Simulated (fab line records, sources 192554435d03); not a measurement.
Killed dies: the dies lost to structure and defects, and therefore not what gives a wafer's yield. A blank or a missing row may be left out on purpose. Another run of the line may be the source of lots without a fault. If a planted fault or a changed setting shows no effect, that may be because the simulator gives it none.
A struck lot beside a sound one / flow n5Finfet / 29 steps out of a route of 1938
Sound: wafers L737.1, L737.3, L737.5. Struck: wafers L754.1, L754.5 (left out: L754.2, a lot-mate that was not struck); the cause follows at the end.
Each step with rows lists, per side, the tool, then ch with its chambers, then its first start. Under that, the readings that differ: sound wafers / struck wafers / difference of the means / sigmas: that difference in standard deviations of wafers without a fault.
alike: words and numbers the same on both sides, and readings whose means are apart by under 2 such deviations; not compared: readings that were withheld, readings missing a value for some wafer, numbers with overlapping values and no deviation given by the record, and bounds like >300 which may hide the same value.
A row with sigmas, a row that says differs or no value, or rows on one side alone: a step with any of these is where the two part. Numbers that have no deviation but don't overlap get no sigmas and don't part them. A reading missing from all wafers of one side parts the sides only when that side holds two or more wafers.

first, 10 steps without rows for these wafers: N5_WELL_APT_DESCUM_30 (chemistry O2, time 7.9 s); N5_WELL_APT_IMPLANT_31; N5_WELL_APT_IMPLANT_32; N5_WELL_APT_STRIP_33 (strips in SPM, time 900 s); N5_WELL_APT_RTA_34 (time 10 s); N5_WELL_APT_OXIDE_STRIP_42 (strips SiO2 in dHF, time 45 s, target depth 12 nm); N5_WELL_APT_PRECLEAN_36 (cleans in O3/DIW, time 45 s); N5_WELL_APT_PRECLEAN_39 (cleans in dHF, time 60 s); N5_WELL_APT_SRD_37 (time 30 s); N5_WELL_APT_EPI_41 (deposits Si from SiH4/H2, target thk 50 nm, time 297.7 s).
N5_PMOS_HMC_CHANNEL_EPI_HM_DEP_34: deposits SiO2 from TEOS/O2, target thk 36 nm, time 6.9 s.
  sound on pecvd-01 ch 1,2, day 2 04:47; struck on pecvd-01 ch 0, day 6 06:30
reading=showerheadPlenumPTorr (Torr); sound=8.32 8.30 8.33; struck=8.37 8.41; difference=+0.07; sigmas=+2
reading=model.SiO2_of_PMOS_HMC_CHANNEL_EPI_HM_DEP_34.thkNm (nm); sound=36.64 35.76 36.95; struck=11.99 11.55; difference=-24.68; sigmas=
  alike: heaterPowerW, throttleValvePct
then, 15 steps without rows for these wafers: N5_PMOS_HMC_CHANNEL_EPI_COAT_31 (time 60 s, resist thk 66 nm); N5_PMOS_HMC_CHANNEL_EPI_COAT_03 (resist thk 205 nm); N5_PMOS_HMC_CHANNEL_EPI_EBR_05; N5_PMOS_HMC_CHANNEL_EPI_SOFTBAKE_04 (time 60 s); N5_PMOS_HMC_CHANNEL_EPI_EXPOSE_06 (exposes mask PMOS HMC BLK, target cd 240 nm); N5_PMOS_HMC_CHANNEL_EPI_PEB_07 (peb time 60 s); N5_PMOS_HMC_CHANNEL_EPI_DEVELOP_08 (develop time 30 s); N5_PMOS_HMC_CHANNEL_EPI_DESCUM_14 (chemistry O2, time 7.9 s); N5_PMOS_HMC_CHANNEL_EPI_ETCH_32 (etches BARC in N2/H2, stops on SiO2, target depth 85.8 nm, time 50.3 s); N5_PMOS_HMC_CHANNEL_EPI_HM_OPEN_15 (chemistry CHF3/O2, target SiO2, target depth 40.6 nm, time 20.3 s); N5_PMOS_HMC_CHANNEL_EPI_STRIP_33 (strips in N2/H2); N5_PMOS_HMC_CHANNEL_EPI_STRIP_17 (strips in SPM, time 750 s); N5_PMOS_HMC_CHANNEL_EPI_ETCH_38 (etches SiO2 in CF4, target depth 1.5 nm); N5_PMOS_HMC_CHANNEL_EPI_FIN_RECESS_16 (chemistry HBr/Cl2, target Si, target depth 54 nm, time 18 s); N5_PMOS_HMC_CHANNEL_EPI_PRECLEAN_36 (cleans in O3/DIW, time 45 s).
N5_PMOS_HMC_CHANNEL_EPI_PRECLEAN_18: cleans in DHF, time 30 s.
  sound on wetBench-05 ch 1,3,4, day 2 05:50; struck on wetBench-05 ch 1,2, day 6 07:34
reading=model.SiO2_of_PMOS_HMC_CHANNEL_EPI_HM_DEP_34.thkNm (nm); sound=25.62 24.4 25.55; struck=2.491 2.341; difference=-22.774; sigmas=
then, 1 step without rows for these wafers: N5_PMOS_HMC_CHANNEL_EPI_SRD_19 (time 30 s).
-- here the record skips 7 days between the struck wafers' starts before and after, leaving off in module PMOS_HMC_CHANNEL_EPI and picking up in module BEOL_M4 (first step shown: number 1111 of the route) --
N5_BEOL_M4_RC_MEAS_101:
  sound on prober-02 ch 0, day 9 01:32; struck on prober-01 ch 0, day 12 22:38
  alike: DIBL_N, DIBL_P, IOFF_N, IOFF_P, ION_N, ION_P, SS_N, SS_P, VT_N, VT_P

WHERE THEY PART
Only at N5_PMOS_HMC_CHANNEL_EPI_HM_DEP_34, as far as this record shows. Later steps at which nothing parts them and some readings are alike: N5_BEOL_M4_RC_MEAS_101.

WHY: what had been put in by the simulator
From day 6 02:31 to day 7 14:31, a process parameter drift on pecvd-01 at N5_PMOS_HMC_CHANNEL_EPI_HM_DEP_34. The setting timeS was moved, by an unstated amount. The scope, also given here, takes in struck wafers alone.
